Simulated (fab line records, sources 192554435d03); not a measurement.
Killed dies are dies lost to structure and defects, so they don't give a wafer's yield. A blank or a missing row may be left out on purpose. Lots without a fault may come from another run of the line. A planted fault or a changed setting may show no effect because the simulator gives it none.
fab line records | flow n5_finfet
record lots=6 wafers=18 last_day=17
route steps=1938 shown FIN_SAQP@134 PASSIVATION@1936
lots that met no fault: from a run of the same line without faults
start_h: hours from the record's first day to the start of the lot's first wafer shown | wait_h: hours since the lot's step before | " the same as in the row above | L1.1+2: a row that stands for several wafers | - no value, or no start given | * or withheld: withheld | < > ~ a bound
route shown NAME@n: a module of which the file shows steps, and the number in the route of the first | usual: mean/standard deviation of fault-free wafers | same: alike in all rows | chamber/n: place in a boat | sites: the reading at each site | _std_site: their standard deviation | _edge_site: outer sites' mean less inner sites' | radius_mm: how far each site lies from the wafer's centre | mask NAME#n: copy n | behind: the tool/chamber that last shaped the wafer | hold: why the lot was held/for how many hours/how that ended | device: the transistor (n, p or np) that didn't switch | end of line: the same wafers' tests at the end of the route | a step without rows: its recipe alone | killed: dies lost to structure and defects at the first sort, not the wafer's yield | map: a wafer's dies, x killed, . not, _ none there
set.NAME: the setting as run; set.NAME@STEP: as run at that earlier step | model.NAME: the simulator's own value behind a step, which no gauge read
lots at some steps of the route; a table a step, a row a wafer
services: from which hour (start_h, from the record's first day; less than 0 if before it) a tool's chamber was out of use, for how many hours, and why
## steps
# step N5_FIN_SAQP_ETCH_69
# recipe chemistry=N2/H2 target=SOC target_depth_a=1500 stop_on=SiNx ion_energy_ev=100 bias_w=61 pressure_mtorr=30 source_w=850 n2_flow_sccm=200 h2_flow_sccm=200
# usual drypump_motor_current_A=6.0/0.55 oes_product_au=0.78/0.091 rf_vpp_V=240.6/1.6 showerhead_plenum_p_Torr=2.54/0.1 throttle_valve_pct=17.90/0.18
# columns lot.wafer tool chamber start_h wait_h drypump_motor_current_A oes_product_au rf_hours_counter_h rf_vpp_V showerhead_plenum_p_Torr throttle_valve_pct
L734.1 rie_diel-02 3 50.57 - 5.7 0.76 128 242.1 2.66 17.85
L734.3 " 1 " " 5.5 0.77 130 239.0 2.45 17.77
L734.4 " 2 " " 5.1 0.71 222 239.9 2.51 17.99
L736.1 rie_diel-02 2 61.40 - 5.1 0.70 226 240.3 2.51 17.98
L736.2 " 0 " " 6.0 0.70 210 238.7 2.41 17.78
L736.5 " 1 " " 5.5 0.76 - 239.0 2.45 17.78
L739.1 rie_diel-01 1 78.68 - 6.0 0.93 15 242.6 2.60 17.96
L739.2 " 0 " " 5.3 0.69 236 239.4 2.51 18.01
L739.5 " 1 " " 6.0 0.92 - 242.0 2.60 17.95
L742.3 rie_diel-01 0 99.65 - 5.2 0.68 243 240.5 2.51 18.03
L742.4 " 3 " " 5.4 0.78 109 239.9 2.57 18.14
L742.6 " 0 " " 5.2 0.68 - 239.5 2.51 18.01
L744.1 rie_diel-05 2 109.38 - 5.7 0.94 9 239.9 2.60 17.97
L744.5 " 0 " " 6.6 0.83 - 243.3 2.68 17.69
L744.6 " 3 " " 6.0 0.69 - 239.7 2.40 18.22
L748.1 rie_diel-02 0 132.41 - 6.0 0.69 239 237.8 2.40 17.84
L748.2 " 1 " " 5.5 0.74 163 239.6 2.43 17.83
L748.5 " 0 " " 6.0 0.68 - 239.0 2.40 17.85
# step N5_FIN_SAQP_ETCH_67
# recipe chemistry=CH3F/O2 target=SiNx target_depth_a=300 mask_material=SOC pressure_mtorr=30 source_w=395 bias_w=73 Ar_flow_sccm=150 CH3F_flow_sccm=30 O2_flow_sccm=20 ion_energy_ev=120
# usual drypump_motor_current_A=6.0/0.54 oes_product_au=0.78/0.093 rf_vpp_V=296/3 showerhead_plenum_p_Torr=2.00/0.081 throttle_valve_pct=16.45/0.16
# columns lot.wafer tool chamber start_h wait_h drypump_motor_current_A oes_product_au rf_hours_counter_h rf_vpp_V showerhead_plenum_p_Torr throttle_valve_pct
L734.1 rie_diel-02 3 50.63 0.0 5.7 0.77 128 299 2.09 16.41
L734.3 " 1 " " 5.5 0.77 130 298 1.93 16.34
L734.4 " 2 " " 5.1 0.71 222 295 1.98 16.49
L736.1 rie_diel-02 2 61.46 0.0 5.1 0.70 226 293 1.98 16.51
L736.2 " 0 " " 6.0 0.71 211 292 1.90 16.38
L736.5 " 1 " " 5.5 0.77 - 297 1.92 16.35
L739.1 rie_diel-01 1 78.74 0.0 6.0 0.95 15 299 2.05 16.48
L739.2 " 0 " " 5.2 0.69 236 292 1.97 16.61
L739.5 " 1 " " 6.0 0.94 - 297 2.05 16.47
L742.3 rie_diel-01 0 99.71 0.0 5.2 0.69 243 292 1.97 16.61
L742.4 " 3 " " 5.4 0.78 109 299 2.02 16.59
L742.6 " 0 " " 5.2 0.68 - 292 1.97 16.62
L744.1 rie_diel-05 2 109.44 0.0 5.7 0.94 9 297 2.05 16.45
L744.5 " 0 " " 6.5 0.84 - 300 2.12 16.24
L744.6 " 3 " " 5.9 0.70 - 296 1.89 16.75
L748.1 rie_diel-02 0 132.47 0.0 6.0 0.68 239 293 1.89 16.43
L748.2 " 1 " " 5.5 0.75 163 299 1.92 16.41
L748.5 " 0 " " 6.0 0.68 - 291 1.89 16.44
# step N5_FIN_SAQP_STRIP_70
# recipe chemistry=N2/H2 power_w=500 temp_c=40 pressure_mtorr=50 rf_frequency_hz=6e+07 overash_fraction=0.3 bias_power_w=28 h2_frac=0.5 n2_flow_sccm=300 h2_flow_sccm=300
# usual drypump_motor_current_A=6.0/0.54 oes_product_au=0.79/0.092 rf_vpp_V=121.8/1.1 showerhead_plenum_p_Torr=3.35/0.13 throttle_valve_pct=19.00/0.25
# same overash_fraction=0.3
# columns lot.wafer tool chamber start_h wait_h drypump_motor_current_A oes_product_au rf_hours_counter_h rf_vpp_V showerhead_plenum_p_Torr throttle_valve_pct
L734.1 rie_diel-02 3 50.67 0.0 5.7 0.78 128 123.8 3.51 18.86
L734.3 " 1 " " 5.5 0.77 130 121.0 3.24 18.81
L734.4 " 2 " " 5.1 0.71 222 123.8 3.32 19.10
L736.1 rie_diel-02 2 61.50 0.0 5.1 0.71 226 121.8 3.32 19.09
L736.2 " 0 " " 6.0 0.71 211 121.1 3.20 18.69
L736.5 " 1 " " 5.5 0.79 - 120.7 3.24 18.82
L739.1 rie_diel-01 1 78.78 0.0 6.0 0.93 15 121.0 3.43 19.11
L739.2 " 0 " " 5.2 0.69 236 120.1 3.32 18.96
L739.5 " 1 " " 6.0 0.94 - 122.5 3.43 19.11
L742.3 rie_diel-01 0 99.75 0.0 5.2 0.68 243 122.0 3.31 18.98
L742.4 " 3 " " 5.4 0.78 109 121.2 3.39 19.34
L742.6 " 0 " " 5.3 0.68 - 122.0 3.31 18.99
L744.1 rie_diel-05 2 109.48 0.0 5.7 0.92 9 120.9 3.44 19.23
L744.5 " 0 " " 6.6 0.84 - 123.1 3.54 18.73
L744.6 " 3 " " 5.9 0.69 - 121.9 3.17 19.42
L748.1 rie_diel-02 0 132.51 0.0 6.0 0.68 239 122.2 3.18 18.76
L748.2 " 1 " " 5.5 0.75 163 123.3 3.22 18.86
L748.5 " 0 " " 6.0 0.68 - 120.4 3.18 18.74
# step N5_FIN_SAQP_RECESS_71
# recipe chemistry=HF/NH3 target=SiO2 target_depth_a=30 afs_cycles=1 temp_c=30 sublimation_temp_c=180 sublimation_time_s=60
# step N5_FIN_SAQP_SPACER2_ALD_28
# recipe material=SiO2 target_thk_a=81 temp_c=300 ald_precursor_family=BDEAS ald_co_reactant=O2-plasma pulse_time_s=1 purge_time_s=2 co_reactant_purge_time_s=2 pressure_torr=2
# step N5_FIN_SAQP_SPACER2_ETCHBACK_29
# recipe chemistry=CHF3/O2 mode=anisotropic_etchback target=SiO2 target_depth_a=122 time_s=6.1 pressure_mtorr=30 source_w=650 bias_w=170 Ar_flow_sccm=200 CHF3_flow_sccm=50 O2_flow_sccm=5 ion_energy_ev=200
# step N5_FIN_SAQP_MANDREL2_REMOVE_60
# recipe chemistry=HBr/Cl2/O2 bt_time_s=10 target=a-Si stop_on=SiNx endpoint=OES-SiCl over_etch_frac=1 icp_w=600 bias_w=22 HBr_flow_sccm=150 Cl2_flow_sccm=80 O2_flow_sccm=5 pressure_mtorr=10
# step N5_FIN_SAQP_CD_MEAS_31
# recipe target_cd_nm=8 landing_energy_ev=1000 detector=se_inlens polarity=line
# usual cd_nm=8.14/0.19
# columns lot.wafer tool chamber start_h wait_h cd_nm
L734.1 cd_sem-02 0 51.39 0.1 8.27
L734.3 " 0 " " 8.19
L734.4 " 0 " " 8.27
L736.1 cd_sem-03 0 62.24 0.1 8.43
L736.2 " 0 " " 8.11
L736.5 " 0 " " 8.43
L739.1 cd_sem-01 0 79.57 0.1 8.07
L739.2 " 0 " " 8.15
L739.5 " 0 " " 7.92
L742.3 cd_sem-03 0 100.49 0.1 8.04
L742.4 " 0 " " 8.41
L742.6 " 0 " " 8.02
L744.1 cd_sem-02 0 110.45 0.1 8.04
L744.5 " 0 " " 8.32
L744.6 " 0 " " 8.27
L748.1 cd_sem-01 0 134.23 0.1 7.75
L748.2 " 0 " " 7.96
L748.5 " 0 " " 8.19
# step N5_FIN_SAQP_HM_OPEN_33
# recipe chemistry=CH3F/O2 target=SiNx mask_material=SiO2 target_depth_a=494 time_s=70.6 pressure_mtorr=30 source_w=395 bias_w=73 Ar_flow_sccm=150 CH3F_flow_sccm=30 O2_flow_sccm=20 ion_energy_ev=120 ends=cleared
# step N5_FIN_SAQP_ETCH_34
# recipe chemistry=C4F6/O2 target=SiO2 target_depth_a=450 time_s=15 ion_energy_ev=250 pressure_mtorr=30 source_w=345 bias_w=185 Ar_flow_sccm=300 C4F6_flow_sccm=10 O2_flow_sccm=10 ends=cleared
# usual drypump_motor_current_A=5.9/0.54 etch_rf_on_time_s=15.06/0.18 oes_product_au=0.66/0.07 rf_vpp_V=662/5.9 showerhead_plenum_p_Torr=2.83/0.11 throttle_valve_pct=21.17/0.16
# columns lot.wafer tool chamber start_h wait_h drypump_motor_current_A etch_rf_on_time_s oes_product_au rf_hours_counter_h rf_vpp_V showerhead_plenum_p_Torr throttle_valve_pct
L734.1 rie_diel-05 3 51.51 0.0 6.0 15.04 0.60 217 661 2.70 21.39
L734.3 " 1 " " 6.8 15.08 0.62 157 653 2.73 21.06
L734.4 " 3 " " 5.9 15.03 0.61 - 660 2.70 21.38
L736.1 rie_diel-02 2 62.36 0.0 5.1 15.09 0.61 227 658 2.81 21.17
L736.2 " 0 " " 6.0 14.94 0.60 211 654 2.70 21.03
L736.5 " 2 " " 5.1 14.99 0.61 - 659 2.81 21.15
L739.1 rie_diel-01 1 79.69 0.0 6.0 14.69 0.80 16 665 2.92 21.30
L739.2 " 0 " " 5.2 15.14 0.58 236 656 2.81 21.25
L739.5 " 2 " " 6.8 14.98 0.67 - 659 2.87 21.10
L742.3 rie_diel-02 0 100.82 0.0 6.0 15.21 0.59 225 654 2.69 21.03
L742.4 " 2 " " 5.1 15.16 0.61 240 659 2.81 21.18
L742.6 " 1 " " 5.5 14.96 0.65 - 666 2.74 21.06
L744.1 rie_diel-01 3 110.57 0.0 5.4 15.38 0.66 112 667 2.86 21.33
L744.5 " 0 " " 5.3 15.18 0.59 - 654 2.80 21.29
L744.6 " 1 " " 6.0 14.79 0.78 - 666 2.91 21.33
L748.1 rie_diel-01 2 134.34 0.0 6.8 15.09 0.65 141 659 2.86 21.14
L748.2 " 3 " " 5.4 15.37 0.66 122 666 2.86 21.34
L748.5 " 1 " " 6.0 14.69 0.77 - 666 2.91 21.32
# step N5_FIN_SAQP_STRIP_77
# recipe chemistry=N2/H2 time_s=90 power_w=100 temp_c=40 pressure_mtorr=100 rf_frequency_hz=6e+07 bias_power_w=3 n2_flow_sccm=300 h2_flow_sccm=300
# usual drypump_motor_current_A=5.9/0.55 oes_product_au=0.77/0.082 rf_vpp_V=45.2/0.84 showerhead_plenum_p_Torr=3.35/0.12 throttle_valve_pct=12.31/0.2
# same time_s=90
# columns lot.wafer tool chamber start_h wait_h drypump_motor_current_A oes_product_au rf_hours_counter_h rf_vpp_V showerhead_plenum_p_Torr throttle_valve_pct
L734.1 rie_diel-05 3 51.53 0.0 5.9 0.71 217 44.6 3.20 12.60
L734.3 " 1 " " 6.8 0.74 157 46.3 3.24 12.29
L734.4 " 3 " " 5.9 0.70 - 44.4 3.20 12.61
L736.1 rie_diel-02 2 62.38 0.0 5.1 0.71 227 46.6 3.34 12.44
L736.2 " 0 " " 6.0 0.70 211 44.3 3.21 12.28
L736.5 " 2 " " 5.1 0.71 - 45.4 3.34 12.44
L739.1 rie_diel-01 1 79.72 0.0 5.9 0.93 16 45.6 3.45 12.18
L739.2 " 0 " " 5.2 0.69 236 44.6 3.33 12.48
L739.5 " 2 " " 6.8 0.78 - 45.8 3.39 12.13
L742.3 rie_diel-02 0 100.85 0.0 6.0 0.69 225 44.6 3.21 12.32
L742.4 " 2 " " 5.1 0.70 240 45.5 3.33 12.47
L742.6 " 1 " " 5.4 0.76 - 44.6 3.24 12.24
L744.1 rie_diel-01 3 110.59 0.0 5.4 0.77 112 44.7 3.41 12.45
L744.5 " 0 " " 5.2 0.69 - 44.2 3.33 12.49
L744.6 " 1 " " 6.0 0.91 - 46.5 3.44 12.22
L748.1 rie_diel-01 2 134.37 0.0 6.8 0.76 141 45.1 3.38 12.17
L748.2 " 3 " " 5.4 0.76 122 47.0 3.40 12.47
L748.5 " 1 " " 6.0 0.90 - 45.5 3.43 12.25
# step N5_FIN_SAQP_HM_CD_35
# recipe target_cd_nm=8 polarity=line
# usual cd_nm=8.12/0.21
# columns lot.wafer tool chamber start_h wait_h cd_nm
L734.1 cd_sem-02 - 51.66 0.1 8.44
L734.3 " - " " 8.07
L734.4 " - " " 8.12
L736.1 cd_sem-02 - 62.51 0.1 8.28
L736.2 " - " " 8.08
L736.5 " - " " 7.88
L739.1 cd_sem-01 - 79.84 0.1 8.45
L739.2 " - " " 8.05
L739.5 " - " " 8.11
L742.3 cd_sem-02 - 100.98 0.1 8.06
L742.4 " - " " 7.61
L742.6 " - " " 8.24
L744.1 cd_sem-02 - 110.71 0.1 8.54
L744.5 " - " " 8.46
L744.6 " - " " 8.23
L748.1 cd_sem-03 - 134.49 0.1 8.17
L748.2 " - " " 8.29
L748.5 " - " " 8.61
# step N5_FIN_SAQP_ETCH_64
# recipe chemistry=CF4 target=SiO2 target_depth_a=15 ion_energy_ev=350 pressure_mtorr=10 icp_w=800 bias_w=400 cf4_flow_sccm=80
# usual drypump_motor_current_A=5.7/0.54 oes_product_au=0.995/0.016 throttle_valve_pct=21.77/0.16
# columns lot.wafer tool chamber start_h wait_h drypump_motor_current_A oes_product_au rf_hours_counter_h throttle_valve_pct model.etch.depth_nm
L734.1 rie_si-04 0 51.71 0.0 6.3 1.001 18 21.77 1.507
L734.3 " 3 " " 6.8 0.969 121 21.62 1.459
L734.4 " 1 " " 5.7 1.010 121 21.96 1.503
L736.1 rie_si-06 2 62.56 0.0 6.1 1.010 103 21.68 1.472
L736.2 " 3 " " 6.1 1.000 58 21.42 1.488
L736.5 " 3 " " 6.1 0.993 - 21.41 1.487
L739.1 rie_si-06 1 79.89 0.0 5.6 0.986 124 21.92 1.527
L739.2 " 3 " " 6.1 1.001 58 21.41 1.488
L739.5 " 0 " " 6.0 1.188 - 21.86 1.987
L742.3 rie_si-01 0 101.02 0.0 4.6 0.996 130 21.98 1.465
L742.4 " 3 " " 5.7 0.968 115 21.70 1.5
L742.6 " 3 " " 5.7 0.964 - 21.69 1.499
L744.1 rie_si-06 1 110.76 0.0 5.6 0.974 124 21.90 1.507
L744.5 " 1 " " 5.6 1.174 - 21.99 2.007
L744.6 " 0 " " 6.1 1.182 - 21.85 1.976
L748.1 rie_si-04 0 134.54 0.0 6.4 1.003 19 21.77 1.499
L748.2 " 2 " " 5.4 0.987 91 21.76 1.486
L748.5 " 2 " " 5.3 1.002 - 21.75 1.495
# step N5_FIN_SAQP_FIN_ETCH_36
# recipe chemistry=HBr/Cl2/O2 target_depth_a=1200 mask_material=SiNx time_s=50.4 bias_w=102 pressure_mtorr=10 icp_w=800 HBr_flow_sccm=150 Cl2_flow_sccm=80 O2_flow_sccm=12
# step N5_PASSIVATION_PROBE_49
# usual killed_at_M0_to_M3=30/8.7 killed_at_M4_up=14/5.4 killed_at_contacts=11/6.4 killed_at_front_end=40/12 killed_at_other=3/3.1 killed_dies=99/17 killed_open=64/12 killed_short=33/8.1
# same gross_dies=1180 killed_at_back_side=0
# columns lot.wafer tool chamber start_h wait_h killed_at_M0_to_M3 killed_at_M4_up killed_at_contacts killed_at_front_end killed_at_other killed_dies killed_open killed_short
L734.1 prober-02 - 294.47 0.0 32 6 6 24 13 81 53 28
L734.3 prober-02 - 294.57 0.1 38 15 7 30 3 93 64 29
L734.4 prober-02 - 294.62 0.2 22 14 8 36 16 96 60 36
L736.1 prober-02 - 312.48 0.0 37 16 15 26 2 96 58 38
L736.2 prober-02 - 312.53 0.1 35 10 5 44 4 98 65 31
L736.5 prober-02 - 312.68 0.2 24 21 4 26 4 79 54 25
L739.1 prober-01 - 330.02 0.0 50 9 10 40 6 115 80 34
L739.2 prober-01 - 330.07 0.1 30 21 15 37 1 104 62 41
L739.5 prober-01 - 330.22 0.2 33 25 10 53 5 126 88 34
L742.3 prober-01 - 351.19 0.1 33 12 22 60 8 135 99 36
L742.4 prober-01 - 351.24 0.2 43 16 15 26 5 105 73 31
L742.6 prober-01 - 351.34 0.3 35 20 13 37 1 106 84 22
L744.1 prober-01 - 399.77 0.0 26 15 7 34 3 85 54 30
L744.5 prober-01 - 399.97 0.2 20 22 12 32 4 90 58 31
L744.6 prober-01 - 400.02 0.3 22 18 4 24 4 72 53 19
L748.1 prober-02 - 399.95 0.0 32 19 9 59 5 124 82 38
L748.2 prober-02 - 400.00 0.1 28 16 10 38 2 94 62 29
L748.5 prober-02 - 400.15 0.2 23 12 10 53 3 101 69 26
# killed by level:class
L734.1 BEOL_M2:geometric_particle:open=12 BEOL_M1:geometric_particle:open=7 STI_FIN_REVEAL:geometric_particle:open=6 PASS1_CAP:geometric_particle:short=6 STARTING-WAFER:geometric_particle:short=5 BEOL_M0_SAQP:geometric_particle:open=4 FIN_SAQP:geometric_particle:open=3 FIN_SAQP:geometric_particle:short=3
L734.3 FIN_SAQP:geometric_particle:open=14 BEOL_M0_SAQP:geometric_particle:short=10 BEOL_M3:geometric_particle:open=10 BEOL_M2:geometric_particle:open=8 FIN_SAQP:geometric_particle:short=5 MOL_CONTACT_COAG:geometric_particle:open=4 BEOL_M7:geometric_particle:open=4 DUMMY_GATE:geometric_particle:open=3
L734.4 BEOL_M3:geometric_particle:open=10 STI_FIN_REVEAL:geometric_particle:open=6 DUMMY_GATE:geometric_particle:open=6 MOL_CONTACT_COAG:geometric_particle:open=6 FIN_SAQP:geometric_particle:open=5 FIN_SAQP:geometric_particle:short=5 PASS1_CAP:geometric_particle:short=5 BEOL_M0_SAQP:geometric_particle:open=4
L736.1 MOL_CONTACT_COAG:geometric_particle:open=13 BEOL_M0_SAQP:geometric_particle:short=12 BEOL_M4:geometric_particle:open=10 BEOL_M0_SAQP:geometric_particle:open=9 GATE_CUT:geometric_particle:short=7 STI_FIN_REVEAL:geometric_particle:open=5 BEOL_M1:geometric_particle:open=5 BEOL_M3:geometric_particle:open=4
L736.2 BEOL_M3:geometric_particle:open=11 FIN_SAQP:geometric_particle:open=8 GATE_CUT:geometric_particle:short=8 STI_FIN_REVEAL:geometric_particle:open=7 BEOL_M2:geometric_particle:open=7 MOL_CONTACT_COAG:geometric_particle:open=4 BEOL_M0_SAQP:geometric_particle:open=4 BEOL_M4:geometric_particle:open=4
L736.5 BEOL_M4:geometric_particle:open=16 FIN_SAQP:geometric_particle:open=6 BEOL_M3:geometric_particle:open=6 STI_FIN_REVEAL:geometric_particle:open=5 GATE_CUT:geometric_particle:short=5 BEOL_M2:geometric_particle:open=5 BEOL_M1:geometric_particle:open=4 MOL_CONTACT_COAG:geometric_particle:open=3
L739.1 BEOL_M0_SAQP:geometric_particle:open=21 BEOL_M0_SAQP:geometric_particle:short=12 STI_FIN_REVEAL:geometric_particle:open=11 FIN_SAQP:geometric_particle:open=10 BEOL_M0:geometric_particle:open=7 MOL_CONTACT_COAG:geometric_particle:open=6 FIN_SAQP:geometric_particle:short=5 DUMMY_GATE:geometric_particle:open=5
L739.2 BEOL_M0_SAQP:geometric_particle:short=12 MOL_CONTACT_COAG:geometric_particle:open=11 FIN_SAQP:geometric_particle:open=8 BEOL_M4:geometric_particle:open=8 GATE_CUT:geometric_particle:short=5 BEOL_M0_SAQP:geometric_particle:open=5 BEOL_M5:geometric_particle:open=5 STI_FIN_REVEAL:geometric_particle:open=4
L739.5 STI_FIN_REVEAL:geometric_particle:open=18 BEOL_M4:geometric_particle:open=14 BEOL_M0_SAQP:geometric_particle:open=11 GATE_CUT:geometric_particle:short=11 FIN_SAQP:geometric_particle:open=9 MOL_CONTACT_COAG:geometric_particle:open=9 BEOL_M0_SAQP:geometric_particle:short=7 BEOL_M1:geometric_particle:open=4
L742.3 MOL_CONTACT_COAG:geometric_particle:open=19 FIN_SAQP:geometric_particle:open=18 STI_FIN_REVEAL:geometric_particle:open=18 BEOL_M1:geometric_particle:open=7 BEOL_M4:geometric_particle:open=7 BEOL_M3:geometric_particle:open=6 DUMMY_GATE:geometric_particle:open=5 FIN_SAQP:geometric_particle:short=4
L742.4 MOL_CONTACT_COAG:geometric_particle:open=12 BEOL_M4:geometric_particle:open=12 STI_FIN_REVEAL:geometric_particle:open=10 BEOL_M0_SAQP:geometric_particle:short=8 BEOL_M1:geometric_particle:open=8 BEOL_M3:geometric_particle:open=6 BEOL_M1:geometric_particle:short=5 BEOL_M2:geometric_particle:open=5
L742.6 STI_FIN_REVEAL:geometric_particle:open=17 MOL_CONTACT_COAG:geometric_particle:open=12 BEOL_M4:geometric_particle:open=12 BEOL_M0:geometric_particle:open=9 BEOL_M2:geometric_particle:open=8 BEOL_M1:geometric_particle:open=6 FIN_SAQP:geometric_particle:open=5 BEOL_M1:geometric_particle:short=5
L744.1 FIN_SAQP:geometric_particle:short=8 FIN_SAQP:geometric_particle:open=8 MOL_CONTACT_COAG:geometric_particle:open=7 BEOL_M3:geometric_particle:open=6 BEOL_M1:geometric_particle:open=6 BEOL_M2:geometric_particle:open=5 BEOL_M4:geometric_particle:short=5 GATE_CUT:geometric_particle:open=4
L748.1 STI_FIN_REVEAL:geometric_particle:open=17 FIN_SAQP:geometric_particle:open=12 BEOL_M2:geometric_particle:open=10 GATE_CUT:geometric_particle:short=9 BEOL_M4:geometric_particle:open=8 MOL_CONTACT_COAG:geometric_particle:open=7 FIN_SAQP:geometric_particle:short=5 BEOL_M0_SAQP:geometric_particle:short=5
L744.5 MOL_CONTACT_COAG:geometric_particle:open=11 BEOL_M4:geometric_particle:open=10 FIN_SAQP:geometric_particle:open=8 BEOL_M5:geometric_particle:open=7 BEOL_M0_SAQP:geometric_particle:short=7 FIN_SAQP:geometric_particle:short=4 STI_FIN_REVEAL:geometric_particle:open=4 STARTING-WAFER:geometric_particle:short=4
L748.2 STI_FIN_REVEAL:geometric_particle:open=12 GATE_CUT:geometric_particle:short=9 MOL_CONTACT_COAG:geometric_particle:open=9 BEOL_M0_SAQP:geometric_particle:short=9 FIN_SAQP:geometric_particle:open=7 BEOL_M4:geometric_particle:open=7 BEOL_M0_SAQP:geometric_particle:open=6 BEOL_M2:geometric_particle:open=6
L744.6 BEOL_M2:geometric_particle:open=10 BEOL_M4:geometric_particle:open=8 FIN_SAQP:geometric_particle:short=6 BEOL_M3:geometric_particle:open=5 STARTING-WAFER:geometric_particle:short=4 STI_FIN_REVEAL:geometric_particle:open=3 DUMMY_GATE:geometric_particle:open=3 BEOL_M1:geometric_particle:open=3
L748.5 STI_FIN_REVEAL:geometric_particle:open=13 MOL_CONTACT_COAG:geometric_particle:open=10 BEOL_M2:geometric_particle:open=9 FIN_SAQP:geometric_particle:short=8 FIN_SAQP:geometric_particle:open=8 DUMMY_GATE:geometric_particle:open=8 GATE_CUT:geometric_particle:short=8 BEOL_M0_SAQP:geometric_particle:open=4
## services
# columns tool chamber start_h hours kind
rie_si-01 - 35.54 0.6 repair
rie_si-06 3 36.94 0.9 repair
rie_diel-01 - 47.26 0.4 repair
rie_diel-05 2 47.66 10.7 repair
rie_si-04 1 52.79 6.3 repair
rie_diel-05 1 54.83 4.8 repair
rie_diel-01 3 56.28 2.0 repair
rie_diel-05 2 59.65 - clean
rie_diel-05 2 59.65 - consumable_replace:esc
rie_diel-05 2 59.65 - consumable_replace:focus_ring
rie_diel-05 2 59.65 23.3 scheduled_down
rie_diel-05 2 59.65 23.3 vent_cycle
rie_si-04 1 83.77 1.3 repair
rie_diel-01 2 88.70 4.5 repair
rie_diel-01 0 112.90 5.7 repair
rie_diel-01 0 126.26 - clean
rie_diel-01 0 126.26 - consumable_replace:focus_ring
rie_diel-01 0 126.26 17.8 scheduled_down
rie_diel-01 0 126.26 17.8 vent_cycle
rie_diel-02 2 127.18 - clean
rie_diel-02 2 127.18 - consumable_replace:focus_ring
rie_diel-02 2 127.18 24.2 scheduled_down
rie_diel-02 2 127.18 24.2 vent_cycle
rie_diel-05 3 129.72 - clean
## key
first_sign step=N5_FIN_SAQP_ETCH_64 reading=oes_product_au direction=up sigmas=12 usual=0.995 struck=1.181
effect none on later readings
model_effect step=N5_FIN_SAQP_ETCH_64 value=etch.depth_nm without=1.508 struck=1.99
met_at N5_FIN_SAQP_ETCH_64
struck_wafers L739.5,L744.5,L744.6
tester_left_out L739,L744
onset_between 62.56 79.89
fault kind=process_parameter_drift tool=rie_si-06 chamber=- onset_h=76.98 steps=N5_FIN_SAQP_ETCH_64 channel=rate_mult offset=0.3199 shape=step end_h=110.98 scope=struck_wafers_only
# tester_left_out: of these lots the tester's yield and bins aren't shown, on N5 and GAA mostly nor the transistor test; their killed dies are dies lost to structure and defects alone, not to doping, threshold or leakage, so they don't give the yield
